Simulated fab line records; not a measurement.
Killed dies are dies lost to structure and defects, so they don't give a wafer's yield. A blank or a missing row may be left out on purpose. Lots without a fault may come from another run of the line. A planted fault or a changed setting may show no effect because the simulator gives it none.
fab line records	flow n5_finfet
record lots=10	wafers=30	last_day=21
route steps=1938 shown MIM_BOT_LITHO@1865 MIM_BOT_ETCH@1867 TV_LITHO@1883 PASSIVATION@1936
lots untouched by any fault: they come from a run of this same line in which no faults occurred
start_h: start of the lot's first displayed wafer, in hours after the record's first day	wait_h: hours elapsed since this lot's preceding step	" the same as in the row above	L1.1+2: a row that stands for several wafers	- value missing, or start not given	* or withheld: withheld	< > ~ a bound
route shown NAME@n: a module of which the file shows steps, and the number in the route of the first	usual: the fault-free wafers' mean and standard deviation	same: alike in all rows	chamber/n: place in a boat	sites: per-site readings	_std_site: the values' standard deviation	_edge_site: the outer-site mean with the inner-site mean subtracted	radius_mm: how far each site lies from the wafer's centre	mask NAME#n: copy n	behind: the tool/chamber that last shaped the wafer	hold: cause of the lot's hold/its duration in hours/its outcome	device: the n, p or np transistor that did not switch	end of line: tests of these same wafers at the route's end	a step given without rows: its recipe and nothing more	killed: count of dies lost to structure and defects at first sort (not the wafer's yield)	map: a wafer's dies, marking killed ones x, the rest . and places with no die _
set.NAME: the run value of the setting; set.NAME@STEP: its run value at that earlier step	model.NAME: the simulator's own value behind a step, which no gauge read
one table for each step of the route and one row for each wafer, over a sample of lots
services: a tool's chamber out of use, with start hour (start_h, from the record's first day; less than 0 if before it), hours out, and reason
## steps
# step N5_MIM_BOT_LITHO_DESCUM_10
# recipe chemistry=O2	time_s=7.9	source_power_w=50	bias_power_w=20	pressure_mtorr=20	rf_frequency_hz=2.712e+07	temp_c=40	o2_flow_sccm=225
# usual drypump_motor_current_A=5.6/0.55	o2_flow_sccm=225.0/0.56	oes_product_au=0.81/0.09	rf_vpp_V=243.2/1.4	showerhead_plenum_p_Torr=2.09/0.068	throttle_valve_pct=20.18/0.15
lot.wafer	tool	chamber	start_h	wait_h	drypump_motor_current_A	o2_flow_sccm	oes_product_au	rf_hours_counter_h	rf_vpp_V	showerhead_plenum_p_Torr	throttle_valve_pct
L422.1	rie_diel-05	3	325.31	0.0	5.3	224.9	0.86	64	243.0	2.03	20.17
L422.3	"	1	"	"	6.4	224.3	0.81	82	243.1	2.02	20.00
L422.6	"	3	"	"	5.3	224.0	0.85	-	242.0	2.03	20.14
L423.1	rie_diel-04	2	341.03	0.2	4.9	225.9	0.69	203	242.2	2.06	19.98
L423.4	"	0	"	"	5.7	224.6	0.90	27	244.1	2.05	19.97
L423.6	"	1	"	"	6.4	225.1	0.80	-	242.7	2.09	20.36
L424.3	rie_diel-01	2	349.17	0.2	5.2	224.7	0.85	35	246.7	2.24	20.13
L424.5	"	2	"	"	5.2	224.9	0.84	-	246.8	2.24	20.11
L424.6	"	1	"	"	5.1	224.8	0.68	-	244.7	2.17	20.50
L426.2	rie_diel-01	3	377.51	0.6	5.6	224.5	0.76	134	242.9	2.02	20.14
L426.3	"	0	"	"	5.5	224.7	1.00	3	242.9	2.07	20.18
L426.4	"	2	"	"	5.2	224.1	0.85	47	245.5	2.24	20.14
L429.2	rie_diel-01	1	378.34	0.1	5.1	225.4	0.68	237	245.2	2.16	20.53
L429.5	"	1	"	"	5.0	225.0	0.69	-	243.3	2.16	20.54
L429.6	"	0	"	"	5.5	225.4	0.99	-	243.0	2.07	20.16
L430.2	rie_diel-04	0	378.53	0.1	5.8	224.3	0.88	42	242.2	2.04	19.97
L430.3	"	2	"	"	4.9	224.9	0.70	213	242.0	2.05	20.00
L430.4	"	1	"	"	6.4	225.7	0.80	106	243.1	2.08	20.38
L433.3	rie_diel-04	1	397.40	0.0	6.4	225.7	0.77	113	243.5	2.08	20.39
L433.4	"	3	"	"	6.6	225.3	0.89	28	243.9	2.15	20.21
L433.5	"	2	"	"	4.9	225.2	0.70	-	243.1	2.05	20.02
L431.2	rie_diel-04	0	407.60	0.3	5.7	225.6	0.85	52	241.1	2.04	20.01
L431.4	"	1	"	"	6.4	224.2	0.78	116	243.8	2.08	20.39
L431.5	"	0	"	"	5.8	225.2	0.85	-	242.2	2.04	20.02
L441.2	rie_diel-01	2	447.71	0.0	5.2	225.2	0.80	76	246.8	2.23	20.17
L441.3	"	3	"	"	5.7	224.9	0.75	162	241.7	2.01	20.17
L441.4	"	1	"	"	5.1	225.0	0.95	2	244.4	2.16	20.15
L442.2	rie_diel-01	0	499.29	0.0	5.5	225.2	0.89	49	243.1	2.05	20.25
L442.3	"	1	"	"	5.1	226.1	0.88	18	244.2	2.15	20.21
L442.5	"	1	"	"	5.0	226.0	0.88	-	245.0	2.15	20.20
# step N5_MIM_BOT_ETCH_ETCH_03
# recipe chemistry=Cl2/BCl3	target_depth_a=120	pressure_mtorr=8	icp_w=800	bias_w=100	Cl2_flow_sccm=20	bcl3_flow_sccm=80
# usual bias_w=100.0/0.31	drypump_motor_current_A=5.7/0.42	mfc_cl2_sccm=19.99/0.067	oes_product_au=0.80/0.08	throttle_valve_pct=27.5/0.34
lot.wafer	tool	chamber	start_h	wait_h	bias_w	drypump_motor_current_A	mfc_cl2_sccm	oes_product_au	rf_hours_counter_h	throttle_valve_pct
L422.1	rie_metal-01	0	325.46	0.1	100.2	5.0	20.01	0.78	48	27.5
L422.3	"	1	"	"	100.2	5.9	20.02	0.89	-	27.1
L422.6	"	1	"	"	100.6	5.9	20.15	0.89	-	27.1
L423.1	rie_metal-02	1	341.19	0.1	100.2	6.0	20.01	0.89	11	27.8
L423.4	"	1	"	"	100.3	6.0	19.97	0.90	-	27.8
L423.6	"	1	"	"	99.9	6.0	20.01	0.90	-	27.8
L424.3	rie_metal-03	0	349.36	0.1	100.4	5.8	20.03	0.77	-	27.1
L424.5	"	0	"	"	100.4	5.8	20.00	0.76	-	27.1
L424.6	"	1	"	"	100.4	5.7	19.98	0.72	-	27.5
L426.2	rie_metal-01	1	377.66	0.1	99.4	5.9	19.97	0.86	15	27.1
L426.3	"	0	"	"	99.8	5.0	19.86	0.76	-	27.6
L426.4	"	1	"	"	99.8	5.9	19.99	0.86	-	27.1
L429.2	rie_metal-02	0	378.49	0.1	100.2	6.1	19.98	0.66	90	28.2
L429.5	"	0	"	"	100.0	6.2	20.01	0.66	-	28.1
L429.6	"	1	"	"	99.8	6.0	19.88	0.88	-	27.8
L430.2	rie_metal-03	0	378.69	0.1	99.9	5.7	19.96	0.77	57	27.1
L430.3	"	0	"	"	100.1	5.8	20.05	0.77	-	27.1
L430.4	"	1	"	"	99.9	5.7	20.02	0.72	-	27.5
L433.3	rie_metal-01	1	397.58	0.1	100.0	5.9	20.02	0.85	-	27.1
L433.4	"	0	"	"	100.3	5.0	19.95	0.76	-	27.6
L433.5	"	1	"	"	99.8	5.9	20.01	0.84	-	27.1
L431.2	rie_metal-02	1	407.76	0.1	100.2	6.0	20.01	0.86	17	27.9
L431.4	"	1	"	"	99.8	6.0	19.99	0.86	-	27.8
L431.5	"	0	"	"	99.7	6.2	19.98	0.66	-	28.2
L441.2	rie_metal-01	0	447.86	0.1	100.1	5.0	19.89	0.75	59	27.6
L441.3	"	0	"	"	99.8	5.0	19.93	0.75	-	27.6
L441.4	"	1	"	"	100.3	5.9	19.95	0.83	-	27.1
L442.2	rie_metal-03	0	499.44	0.1	100.4	5.7	19.90	0.74	71	27.2
L442.3	"	1	"	"	100.5	5.6	19.79	0.92	-	28.1
L442.5	"	0	"	"	100.2	5.7	19.86	0.74	-	27.2
# step N5_MIM_BOT_ETCH_STRIP_01
# recipe chemistry=O2	power_w=600	temp_c=60	pressure_mtorr=30	rf_frequency_hz=6e+07	bias_power_w=0	overash_fraction=0.5	o2_flow_sccm=225
# usual chamber_pressure_mTorr=30.01/0.071	drypump_motor_current_A=5.6/0.52	o2_flow_sccm=225.0/0.7	oes_product_au=0.79/0.072	rf_vpp_V=3.8/1.3	showerhead_plenum_p_Torr=2.07/0.061	throttle_valve_pct=16.45/0.14
# same overash_fraction=0.5
lot.wafer	tool	chamber	start_h	wait_h	chamber_pressure_mTorr	drypump_motor_current_A	o2_flow_sccm	oes_product_au	rf_hours_counter_h	rf_vpp_V	showerhead_plenum_p_Torr	throttle_valve_pct
L422.1	rie_diel-05	0	325.80	0.2	30.14	5.2	224.5	0.77	148	2.7	2.09	16.57
L422.3	"	3	"	"	29.94	5.2	224.0	0.86	64	3.4	2.03	16.43
L422.6	"	0	"	"	30.00	5.2	225.6	0.76	-	5.0	2.09	16.54
L423.1	rie_diel-04	3	341.63	0.2	29.98	6.5	225.3	0.95	6	3.4	2.16	16.34
L423.4	"	2	"	"	30.06	4.9	225.1	0.70	204	3.7	2.06	16.34
L423.6	"	1	"	"	29.97	6.4	225.3	0.79	-	2.4	2.09	16.66
L424.3	rie_diel-05	0	349.59	0.1	29.97	5.2	222.5	0.74	157	4.0	2.08	16.61
L424.5	"	0	"	"	29.90	5.3	224.9	0.75	-	3.7	2.09	16.60
L424.6	"	3	"	"	29.99	5.2	224.4	0.85	-	4.4	2.03	16.45
L426.2	rie_diel-05	3	378.01	0.2	29.88	5.3	224.1	0.84	81	1.7	2.03	16.44
L426.3	"	1	"	"	29.98	6.4	225.4	0.80	100	2.8	2.02	16.32
L426.4	"	0	"	"	29.95	5.2	224.5	0.75	165	3.4	2.08	16.56
L429.2	rie_diel-04	0	378.77	0.1	30.00	5.7	224.5	0.87	42	4.0	2.05	16.27
L429.5	"	1	"	"	29.94	6.3	227.4	0.79	-	2.6	2.09	16.67
L429.6	"	0	"	"	29.92	5.8	225.2	0.86	-	4.4	2.05	16.28
L430.2	rie_diel-04	3	378.92	0.1	30.00	6.6	225.3	0.89	22	5.0	2.16	16.34
L430.3	"	0	"	"	38.92	5.7	225.5	0.86	42	2.1	2.05	16.31
L430.4	"	1	"	"	30.16	6.4	225.7	0.78	107	4.5	2.09	16.70
L433.3	rie_diel-05	3	397.78	0.1	30.07	5.3	225.1	0.82	88	2.1	2.02	16.50
L433.4	"	1	"	"	29.97	6.4	224.4	0.79	106	4.0	2.01	16.29
L433.5	"	0	"	"	29.97	5.2	225.2	0.74	-	4.0	2.08	16.56
L431.2	rie_diel-04	0	408.00	0.1	38.84	5.7	225.4	0.86	52	1.9	2.04	16.28
L431.4	"	3	"	"	29.98	6.6	224.8	0.88	32	3.7	2.15	16.35
L431.5	"	1	"	"	30.06	6.3	224.7	0.79	-	2.3	2.08	16.66
L441.2	rie_diel-01	3	448.10	0.1	30.05	5.6	225.1	0.73	162	2.9	2.01	16.47
L441.3	"	1	"	"	30.14	5.1	225.4	0.93	2	3.7	2.16	16.37
L441.4	"	0	"	"	30.05	5.5	224.9	0.91	33	3.9	2.06	16.45
L442.2	rie_diel-01	1	499.67	0.1	30.09	5.0	224.6	0.88	18	3.3	2.16	16.45
L442.3	"	2	"	"	30.09	5.2	223.5	0.79	94	4.7	2.22	16.42
L442.5	"	0	"	"	29.99	5.5	224.9	0.87	-	2.8	2.06	16.47
# step N5_PASSIVATION_CD_MEAS_10
# recipe target_cd_nm=3000	landing_energy_ev=500	detector=se_inlens
# usual cd_nm=2999.7/2.7
lot.wafer	tool	chamber	start_h	wait_h	cd_nm
L422.1	cd_sem-03	0	328.41	-	2995.7
L422.3	"	0	"	"	2999.1
L422.6	"	0	"	"	2993.6
L423.1	cd_sem-03	0	342.76	-	2998.9
L423.4	"	0	"	"	3000.3
L423.6	"	0	"	"	3003.1
L424.3	cd_sem-01	0	352.53	-	3002.1
L424.5	"	0	"	"	3000.0
L424.6	"	0	"	"	2997.8
L426.2	cd_sem-03	0	381.07	-	3000.9
L426.3	"	0	"	"	3000.8
L426.4	"	0	"	"	3000.2
L429.2	cd_sem-01	0	385.70	-	3000.5
L429.5	"	0	"	"	2992.6
L429.6	"	0	"	"	2999.7
L430.2	cd_sem-03	0	385.81	-	2996.3
L430.3	"	0	"	"	3001.1
L430.4	"	0	"	"	2997.5
L433.3	cd_sem-01	0	398.73	-	2998.0
L433.4	"	0	"	"	2998.7
L433.5	"	0	"	"	2995.7
L431.2	cd_sem-02	0	412.21	-	3000.2
L431.4	"	0	"	"	2999.3
L431.5	"	0	"	"	3002.5
L441.2	cd_sem-02	0	449.23	-	3001.0
L441.3	"	0	"	"	2999.8
L441.4	"	0	"	"	2998.6
L442.2	cd_sem-01	0	501.96	-	2999.7
L442.3	"	0	"	"	2996.6
L442.5	"	0	"	"	2991.9
# step N5_PASSIVATION_PROBE_49
# usual defect_limited_yield=91.4/1.4	killed_at_M0_to_M3=34/9.1	killed_at_M4_up=14/5.2	killed_at_contacts=12/6.4	killed_at_front_end=38/11	killed_at_other=3.7/2.8	killed_dies=102/17	killed_open=68/13	killed_short=32/7.8	sort_bin_4_leakage=0.05/0.3	sort_bin_5_function=5.1/1	sort_bin_6_memory=3.2/0.66	sort_n_pass=1076/19	sort_yield_pct=91.2/1.6
# same gross_dies=1180	killed_at_back_side=0	sort_bin_8_speed[%]=0
lot.wafer	tool	chamber	start_h	wait_h	defect_limited_yield[%]	killed_at_M0_to_M3	killed_at_M4_up	killed_at_contacts	killed_at_front_end	killed_at_other	killed_dies	killed_open	killed_short	sort_bin_4_leakage[%]	sort_bin_5_function[%]	sort_bin_6_memory[%]	sort_n_pass	sort_yield_pct[%]
L422.1	prober-01	-	335.50	0.0	90.6	36	11	10	49	5	111	65	46	0	4.5	4.7	1069	90.6
L422.3	prober-01	-	335.60	0.1	90.1	40	16	15	41	5	117	78	38	0	5.7	3.8	1063	90.1
L422.6	prober-01	-	335.75	0.3	90.4	45	24	4	40	0	113	85	28	0	5.8	3.4	1067	90.4
L423.1	prober-01	-	350.21	0.0	92.1	36	11	8	36	2	93	46	44	0	5.0	2.7	1087	92.1
L423.4	prober-01	-	350.36	0.2	92.1	32	8	11	39	3	93	55	37	0	5.4	2.1	1087	92.1
L423.6	prober-01	-	350.46	0.3	94.1	26	5	5	31	3	70	42	25	0	3.6	2.2	1110	94.1
L441.2	prober-02	-	456.19	0.1	90.0	42	11	13	48	4	118	75	42	0	5.2	4.1	1062	90.0
L441.3	prober-02	-	456.24	0.1	91.4	29	25	8	36	3	101	68	31	0	4.3	3.6	1079	91.4
L441.4	prober-02	-	456.29	0.2	87.7	39	14	6	80	6	145	98	43	0	7.4	4.4	1035	87.7
# killed by level:class
L422.1 BEOL_M3:geometric_particle:open=10 GATE_CUT:geometric_particle:short=9 FIN_SAQP:geometric_particle:open=8 FIN_SAQP:geometric_particle:short=8 BEOL_M0_SAQP:geometric_particle:short=8 BEOL_M0_SAQP:geometric_particle:open=8 MOL_CONTACT_COAG:geometric_particle:open=7 DUMMY_GATE:geometric_particle:open=6
L422.3 MOL_CONTACT_COAG:geometric_particle:open=13 BEOL_M0_SAQP:geometric_particle:short=11 BEOL_M2:geometric_particle:open=11 DUMMY_GATE:geometric_particle:open=10 FIN_SAQP:geometric_particle:open=6 GATE_CUT:geometric_particle:short=6 BEOL_M3:geometric_particle:open=6 BEOL_M0_SAQP:geometric_particle:open=5
L422.6 BEOL_M0_SAQP:geometric_particle:open=14 STI_FIN_REVEAL:geometric_particle:open=13 BEOL_M4:geometric_particle:open=11 BEOL_M2:geometric_particle:open=10 DUMMY_GATE:geometric_particle:open=8 BEOL_M0_SAQP:geometric_particle:short=8 BEOL_M3:geometric_particle:open=8 FIN_SAQP:geometric_particle:open=5
L423.1 BEOL_M0_SAQP:geometric_particle:short=11 MOL_CONTACT_COAG:geometric_particle:open=7 BEOL_M1:geometric_particle:open=7 BEOL_M1:geometric_particle:short=6 BEOL_M2:geometric_particle:open=6 FIN_SAQP:geometric_particle:short=5 GATE_CUT:geometric_particle:short=5 FIN_SAQP:geometric_particle:open=4
L423.4 BEOL_M1:geometric_particle:open=13 GATE_CUT:geometric_particle:short=11 FIN_SAQP:geometric_particle:open=9 FIN_SAQP:geometric_particle:short=9 MOL_CONTACT_COAG:geometric_particle:open=8 BEOL_M0_SAQP:geometric_particle:short=7 BEOL_M0_SAQP:geometric_particle:open=6 GATE_CUT:geometric_particle:open=4
L423.6 GATE_CUT:geometric_particle:short=8 BEOL_M0_SAQP:geometric_particle:open=6 FIN_SAQP:geometric_particle:short=5 BEOL_M0_SAQP:geometric_particle:short=5 STI_FIN_REVEAL:geometric_particle:open=4 MOL_CONTACT_COAG:geometric_particle:open=4 BEOL_M1:geometric_particle:open=4 BEOL_M2:geometric_particle:open=4
L441.2 FIN_SAQP:geometric_particle:open=14 MOL_CONTACT_COAG:geometric_particle:open=13 BEOL_M0_SAQP:geometric_particle:short=12 BEOL_M3:geometric_particle:open=10 FIN_SAQP:geometric_particle:short=8 BEOL_M2:geometric_particle:open=6 STARTING-WAFER:geometric_particle:open=6 ILD0:geometric_particle:open=5
L441.3 BEOL_M4:geometric_particle:open=15 FIN_SAQP:geometric_particle:short=11 BEOL_M2:geometric_particle:open=9 MOL_CONTACT_COAG:geometric_particle:open=8 FIN_SAQP:geometric_particle:open=7 BEOL_M3:geometric_particle:open=7 STI_FIN_REVEAL:geometric_particle:open=5 BEOL_M0:geometric_particle:open=5
L441.4 FIN_SAQP:geometric_particle:open=28 FIN_SAQP:geometric_particle:short=15 BEOL_M2:geometric_particle:open=15 STI_FIN_REVEAL:geometric_particle:open=12 BEOL_M0:geometric_particle:open=6 BEOL_M3:geometric_particle:open=6 GATE_CUT:geometric_particle:short=4 MOL_CONTACT_COAG:geometric_particle:open=4
## services
tool	chamber	start_h	hours	kind
rie_diel-04	3	304.27	-	clean
rie_diel-04	3	304.27	-	consumable_replace:focus_ring
rie_diel-04	3	304.27	19.4	scheduled_down
rie_diel-04	3	304.27	19.4	vent_cycle
rie_metal-03	-	319.56	0.5	repair
rie_metal-02	-	338.13	0.9	repair
rie_diel-01	0	346.66	-	clean
rie_diel-01	0	346.66	-	consumable_replace:focus_ring
rie_diel-01	0	346.66	20.2	scheduled_down
rie_diel-01	0	346.66	20.2	vent_cycle
rie_diel-04	2	364.60	12.6	repair
rie_diel-01	3	395.29	4.1	repair
rie_diel-01	1	413.20	-	clean
rie_diel-01	1	413.20	-	consumable_replace:focus_ring
rie_diel-01	1	413.20	28.5	scheduled_down
rie_diel-05	0	417.32	6.0	repair
rie_diel-04	1	448.62	4.0	repair
rie_metal-02	1	459.45	3.8	repair
rie_diel-04	0	463.17	18.9	repair
rie_diel-04	2	480.68	6.5	repair
rie_diel-04	2	488.71	-	clean
rie_diel-04	2	488.71	-	consumable_replace:focus_ring
rie_diel-04	2	488.71	19.4	scheduled_down
rie_diel-04	2	488.71	19.4	vent_cycle
## key
first_sign step=N5_MIM_BOT_ETCH_STRIP_01	reading=chamber_pressure_mTorr	direction=up	sigmas=99+	usual=*	struck=*
effect none on later readings
met_at N5_MIM_BOT_ETCH_STRIP_01
struck_lots L430,L431
struck_wafers L430.3,L431.2
not_acting_at N5_MIM_BOT_LITHO_DESCUM_10,N5_MIM_BOT_ETCH_ETCH_03,N5_PASSIVATION_CD_MEAS_10
onset_between 378.77 378.92
fault kind=process_parameter_drift	tool=rie_diel-04	chamber=0	onset_h=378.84	steps=N5_MIM_BOT_ETCH_STRIP_01	channel=pressure_mtorr	offset=*	shape=step	end_h=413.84	acts_in=*	stated=*
